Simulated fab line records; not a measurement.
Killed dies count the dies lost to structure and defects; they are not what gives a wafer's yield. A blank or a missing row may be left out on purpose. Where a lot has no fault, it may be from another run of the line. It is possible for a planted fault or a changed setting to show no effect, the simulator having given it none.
fab line records	flow n5_finfet
record: lots: 13	wafers: 33	last_day: 19
route steps=1938 shown SD_EPI_P@314 SDB@347
lots untouched by any fault: they come from a run of this same line in which no faults occurred
start_h: hours from the record's first day to the start of the lot's first wafer shown	wait_h: hours since the lot's step before	" repeats the value in the row above	L1.1+2: one row covering several wafers at once	- no value, or no start given	* or withheld: withheld	< > ~ a bound
route shown NAME@n: NAME is a module with steps in the file, n the number in the route of the first one	usual: average and standard deviation across the fault-free wafers	same: alike in all rows	chamber/n: place in a boat	sites: each site's reading	_std_site: standard deviation of those values	_edge_site: mean of outer sites minus mean of inner sites	radius_mm: for every site, how far away it sits from the centre of the wafer	mask NAME#n: copy n	behind: the last tool/chamber to shape the wafer	hold: why the lot was held/for how many hours/how that ended	device: the transistor (n, p or np) that didn't switch	end of line: at the end of the route, the tests of the same wafers	for a step that has no rows: nothing shown but its recipe	killed: the dies lost at the first sort to structure and to defects; this is not the yield of the wafer	map: a wafer's dies, x killed, . not, _ none there
set.NAME: setting as actually run; set.NAME@STEP: the setting as run at that earlier step	model.NAME: the simulator's own value behind a step, which no gauge read
steps of the route over a sample of lots; a table a step, a row a wafer
services: when a tool's chamber went out of use (start_h, in hours from the record's first day, below 0 if earlier), for how many hours, and the reason
== steps ==
step: N5_SD_EPI_P_SD_RECESS_17
recipe: chemistry: HBr/Cl2/O2	target_depth_a: 391	bt_time_s: 3	pressure_mtorr: 10	icp_w: 800	bias_w: 112	HBr_flow_sccm: 150	Cl2_flow_sccm: 80	O2_flow_sccm: 12
usual: drypump_motor_current_A: 5.34/0.26	oes_product_au: 0.994/0.012	rf_fwd_power_W: 795.1/2.8	throttle_valve_pct: 37.2/0.46
lot.wafer	tool	chamber	start_h	wait_h	drypump_motor_current_A	oes_product_au	rf_fwd_power_W	rf_hours_counter_h	throttle_valve_pct
L105.2	rie_si-03	1	56.13	0.0	5.43	0.980	789.7	6	36.5
L105.3	"	0	"	"	5.46	0.993	793.1	169	36.6
L105.5	"	1	"	"	5.41	0.970	792.7	-	36.5
L108.3	rie_si-05	1	73.74	0.0	5.55	0.974	797.9	180	36.7
L108.4	"	2	"	"	5.47	0.981	795.7	138	37.3
L108.5	"	3	"	"	5.74	1.000	802.0	-	37.3
L110.1	rie_si-05	1	84.47	0.0	5.56	0.984	798.4	180	36.6
L110.6	"	1	"	"	5.55	0.998	796.5	-	36.6
L111.1	rie_si-01	2	89.54	0.0	5.37	0.990	798.6	155	38.1
L111.6	"	0	"	"	5.54	1.016	794.5	-	37.3
L112.4	rie_si-01	3	100.82	0.0	5.50	0.998	796.3	193	36.8
L112.6	"	0	"	"	5.55	1.009	799.9	-	37.3
L113.2	rie_si-03	1	106.40	0.0	5.42	0.977	793.0	7	36.5
L113.4	"	0	"	"	5.47	1.002	796.3	169	36.6
L113.5	"	2	"	"	5.22	0.992	792.8	-	37.3
L118.3	rie_si-01	0	133.01	0.0	5.55	1.006	798.5	101	37.3
L118.4	"	2	"	"	5.35	0.992	793.7	156	38.0
L119.3	rie_si-03	3	137.70	0.0	4.95	0.994	796.6	64	37.0
L119.4	"	1	"	"	5.41	0.969	793.9	7	36.5
L120.2	rie_si-01	3	143.95	0.0	5.50	1.005	797.7	194	36.8
L120.3	"	1	"	"	4.85	0.986	791.9	85	37.8
L123.1	rie_si-03	0	160.81	0.0	5.47	0.999	797.8	170	36.6
L123.3	"	2	"	"	5.25	0.999	789.6	95	37.3
L123.4	"	3	"	"	4.97	0.995	793.5	64	37.1
L125.1	rie_si-03	1	174.97	0.0	5.40	0.981	796.9	8	36.5
L125.3	"	0	"	"	5.44	0.996	794.5	171	36.6
L125.5	"	0	"	"	5.43	1.006	793.6	-	36.6
L126.4	rie_si-05	0	184.76	0.0	5.03	0.986	799.9	170	36.9
L126.5	"	2	"	"	5.45	0.976	796.7	-	37.3
L126.6	"	3	"	"	5.66	0.996	794.1	-	37.3
L127.3	rie_si-01	3	185.01	0.0	5.54	1.000	793.4	0	37.6
L127.5	"	1	"	"	4.83	0.989	794.1	-	37.8
L127.6	"	2	"	"	5.32	1.001	795.0	-	38.1
step: N5_SDB_HM_DEP_00
recipe: material: SiNx	target_thk_a: 400	temp_c: 400	precursor: SiH4/NH3/N2	pressure_torr: 1.5	rf_w: 300	time_s: 35.3
usual: heater_power_w: 705/52	rf_fwd_power_W: 297.9/1	showerhead_plenum_p_Torr: 5.09/0.062	showerhead_vpp_V: 1061/51	throttle_valve_pct: 40.9/2.3
lot.wafer	tool	chamber	start_h	wait_h	heater_power_w	rf_fwd_power_W	showerhead_plenum_p_Torr	showerhead_vpp_V	throttle_valve_pct
L105.2	pecvd-02	1	66.45	0.0	616	297.9	5.09	1144	44.0
L105.3	"	2	"	"	737	295.9	5.13	1084	38.5
L105.5	"	2	"	"	725	295.5	5.14	1052	38.3
L108.3	pecvd-04	1	83.85	0.0	730	296.2	5.12	1060	42.4
L108.4	"	0	"	"	698	299.5	4.99	1100	39.8
L108.5	"	1	"	"	736	296.3	5.10	1061	42.4
L110.1	pecvd-04	2	95.27	0.0	652	297.5	5.02	996	39.4
L110.6	"	2	"	"	694	296.8	5.03	996	39.5
L111.1	pecvd-02	2	100.86	0.0	687	297.5	5.13	1070	38.4
L111.6	"	1	"	"	550	297.5	5.09	1149	44.1
L112.4	pecvd-03	0	111.22	0.1	811	296.2	5.16	1094	42.1
L112.6	"	2	"	"	726	296.8	5.17	1000	35.6
L113.2	pecvd-04	0	117.61	0.0	698	297.6	4.97	1135	40.1
L113.4	"	1	"	"	666	295.8	5.12	1069	42.1
L113.5	"	2	"	"	762	298.5	5.03	991	39.6
L118.3	pecvd-02	0	144.57	0.0	654	297.9	5.09	1059	43.7
L118.4	"	1	"	"	641	298.3	5.08	1149	44.0
L119.3	pecvd-03	0	148.64	0.0	789	298.5	5.14	1080	41.9
L119.4	"	2	"	"	675	298.6	5.18	983	35.9
L120.2	pecvd-04	0	155.03	0.0	619	298.0	4.98	1101	40.6
L120.3	"	1	"	"	737	296.8	5.13	1051	42.1
L123.1	pecvd-03	2	172.51	0.0	664	298.7	5.19	989	35.9
L123.3	"	1	"	"	696	298.1	5.12	1038	42.6
L123.4	"	1	"	"	694	296.0	5.12	1024	42.6
L125.1	pecvd-02	0	185.52	0.0	734	298.5	5.08	1059	43.6
L125.3	"	2	"	"	706	296.0	5.13	1092	39.0
L125.5	"	2	"	"	720	296.5	5.15	1078	39.0
L126.4	pecvd-03	0	196.08	0.1	798	297.4	5.17	1089	42.3
L126.5	"	1	"	"	714	296.5	5.14	1025	42.5
L126.6	"	2	"	"	626	298.5	5.19	1000	36.3
L127.3	pecvd-03	2	196.70	0.0	704	300.0	5.19	972	36.4
L127.5	"	1	"	"	635	296.8	5.12	1041	42.3
L127.6	"	2	"	"	699	299.4	5.18	1001	36.2
step: N5_SDB_COAT_04
recipe: resist: SiARC	temp_c: 220	time_s: 60	spin_rpm: 1500	resist_thk_nm: 18
usual: exhaust_pa: 45.2/0.84	heater_power_total_W: 427.4/2.1	run_length_s: 66.43/0.15
lot.wafer	tool	chamber	start_h	wait_h	exhaust_pa	heater_power_total_W	run_length_s
L105.2	litho_track-05	0	66.54	-	45.4	428.1	66.59
L105.3	"	0	"	"	46.7	430.8	66.39
L105.5	"	0	"	"	45.7	430.2	66.31
L108.3	litho_track-05	0	83.93	-	45.9	427.5	66.34
L108.4	"	0	"	"	46.0	428.3	66.39
L108.5	"	0	"	"	46.6	427.0	66.31
L110.1	litho_track-04	0	95.35	-	42.7	429.4	66.20
L110.6	"	0	"	"	44.4	428.1	66.63
L111.1	litho_track-01	0	100.94	-	45.3	426.7	66.58
L111.6	"	0	"	"	45.2	426.6	66.44
L112.4	litho_track-04	0	111.28	-	45.1	426.7	66.17
L112.6	"	0	"	"	44.3	426.6	66.20
L113.2	litho_track-01	0	117.70	-	46.2	425.3	66.43
L113.4	"	0	"	"	45.0	424.9	66.61
L113.5	"	0	"	"	45.1	424.6	66.44
L118.3	litho_track-01	0	144.66	-	44.8	478.1	55.59
L118.4	"	0	"	"	44.6	424.5	66.61
L119.3	litho_track-01	0	148.72	-	45.8	480.4	55.67
L119.4	"	0	"	"	44.6	424.7	66.86
L120.2	litho_track-01	0	155.11	-	44.8	483.9	55.85
L120.3	"	0	"	"	43.8	478.9	55.60
L123.1	litho_track-05	0	172.60	-	44.1	428.0	66.29
L123.3	"	0	"	"	45.7	429.2	66.57
L123.4	"	0	"	"	43.6	425.2	66.40
L125.1	litho_track-05	0	185.61	-	45.8	427.4	66.49
L125.3	"	0	"	"	45.7	428.4	66.70
L125.5	"	0	"	"	45.6	429.1	66.29
L126.4	litho_track-05	0	196.14	-	45.6	424.7	66.39
L126.5	"	0	"	"	44.7	429.9	66.35
L126.6	"	0	"	"	45.4	424.4	66.49
L127.3	litho_track-05	0	196.79	-	44.8	424.5	66.51
L127.5	"	0	"	"	45.1	424.3	66.46
L127.6	"	0	"	"	45.1	428.7	66.44
step: N5_SDB_CD_MEAS_11
recipe: target_cd_nm: 50	landing_energy_ev: 500	detector: se_inlens	polarity: opening
usual: cd_nm: 50.1/1.3
lot.wafer	tool	chamber	start_h	wait_h	cd_nm
L105.2	cd_sem-03	0	66.78	-	46.8
L105.3	"	0	"	"	47.2
L105.5	"	0	"	"	46.9
L108.3	cd_sem-02	0	84.30	-	50.0
L108.4	"	0	"	"	49.6
L108.5	"	0	"	"	52.5
L110.1	cd_sem-03	0	95.72	-	50.6
L110.6	"	0	"	"	49.3
L111.1	cd_sem-03	0	101.31	-	50.3
L111.6	"	0	"	"	49.7
L112.4	cd_sem-03	0	111.65	-	50.5
L112.6	"	0	"	"	50.8
L113.2	cd_sem-02	0	117.94	-	48.5
L113.4	"	0	"	"	50.7
L113.5	"	0	"	"	47.9
L118.3	cd_sem-02	0	144.90	-	50.5
L118.4	"	0	"	"	49.1
L119.3	cd_sem-02	0	148.96	-	49.5
L119.4	"	0	"	"	51.3
L120.2	cd_sem-01	0	155.37	-	51.5
L120.3	"	0	"	"	52.9
L123.1	cd_sem-01	0	172.84	-	50.8
L123.3	"	0	"	"	52.3
L123.4	"	0	"	"	51.1
L125.1	cd_sem-01	0	185.85	-	49.8
L125.3	"	0	"	"	49.6
L125.5	"	0	"	"	49.3
L126.4	cd_sem-03	0	196.51	-	49.5
L126.5	"	0	"	"	49.7
L126.6	"	0	"	"	48.1
L127.3	cd_sem-01	0	197.03	-	49.7
L127.5	"	0	"	"	49.7
L127.6	"	0	"	"	49.2
== services ==
tool	chamber	start_h	hours	kind
pecvd-03	0	35.03	5.5	scheduled_down
rie_si-05	2	47.64	4.9	repair
rie_si-01	2	52.77	12.3	repair
rie_si-03	0	62.68	2.8	repair
pecvd-04	-	68.07	1.5	repair
pecvd-02	0	78.13	5.5	scheduled_down
pecvd-02	0	86.75	2.1	scheduled_down
pecvd-02	0	93.59	4.7	repair
pecvd-03	2	98.37	2.1	scheduled_down
pecvd-02	-	101.28	1.1	repair
pecvd-02	2	110.89	8.5	repair
rie_si-01	-	117.01	2.8	pm
pecvd-02	0	131.36	4.5	repair
litho_track-04	-	144.97	-	consumable_replace:filter
rie_si-01	3	149.30	-	clean
rie_si-01	3	149.30	16.9	scheduled_down
rie_si-01	3	149.30	16.9	vent_cycle
pecvd-02	2	155.76	2.1	scheduled_down
pecvd-04	0	157.64	2.1	scheduled_down
pecvd-04	1	171.87	21.9	repair
== key ==
first_sign: step: N5_SDB_COAT_04	reading: run_length_s	direction: down	sigmas: 74	usual: *	struck: *
effect: step: N5_SDB_COAT_04	reading: heater_power_total_W	direction: up	sigmas: 26	usual: *	struck: *
met_at N5_SDB_COAT_04
struck_lots L118,L119,L120
struck_wafers L118.3,L119.3,L120.2,L120.3
tester_left_out L118,L119,L120
not_acting_at N5_SD_EPI_P_SD_RECESS_17,N5_SDB_HM_DEP_00,N5_SDB_CD_MEAS_11
onset_between 117.70 144.66
fault: kind: process_parameter_drift	tool: litho_track-01	chamber: -	onset_h: 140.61	steps: N5_SDB_COAT_04	channel: time_s	offset: *	shape: step	end_h: 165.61	scope: struck_wafers_only	acts_in: *	stated: *
tester_left_out: of these lots the tester's yield and bins aren't shown, on N5 and GAA mostly nor the transistor test; their killed dies are dies lost to structure and defects alone, not to doping, threshold or leakage, so they don't give the yield
